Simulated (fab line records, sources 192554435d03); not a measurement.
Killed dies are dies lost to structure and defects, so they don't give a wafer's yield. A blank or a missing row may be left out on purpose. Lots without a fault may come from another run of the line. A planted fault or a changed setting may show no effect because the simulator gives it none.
Chamber matching | flow n5_finfet | N5_MOL_CONTACT_COAG_ETCH_89 on rie_diel-05: 4 sister chambers
The step etches underlayer in N2/H2, target depth 13 nm, time 10.4 s. 4 wafers are shown with their chamber, then 9 later ones without.

WAFERS WITH THEIR CHAMBER
wafer  | chamber | drypump_motor_current_A (A)
L086.6 | 0       | 4.9
L088.2 | 1       | 5.6
L088.5 | 3       | 5.0
L088.6 | 2       | 5.7

WAFERS WITHOUT THEIR CHAMBER
wafer  | drypump_motor_current_A (A)
L089.1 | 4.9
L089.4 | 5.6
L089.6 | 4.8
L096.2 | 5.6
L096.4 | 5.7
L096.6 | 5.7
L097.3 | 5.0
L097.5 | 5.0
L097.6 | 5.7

WHICH CHAMBER EACH WENT THROUGH
wafer  | from the rows above | in truth
L089.1 | 0                   | 0
L089.4 | 1                   | 1
L089.6 | 0                   | 0
L096.2 | 1                   | 1
L096.4 | 2                   | 2
L096.6 | 2                   | 2
L097.3 | 3                   | 3
L097.5 | 3                   | 3
L097.6 | 2                   | 2
Placed correctly: 9 of 9. Can't be placed from these rows: 0. Placed wrongly: 0.
How it was worked out, from the rows above alone: a wafer's distance from a chamber is the root of the sum, over the readings, of the square of ((its reading less the chamber's mean) divided by the reading's scatter). The wafer belongs to the nearest chamber; if the next one is less than 2 further off, it can't be placed. A chamber's mean is the mean of its shown wafers. The scatter: with one shown wafer a chamber, the root of the mean of the squares of how far each hidden wafer lies from its nearest shown one.
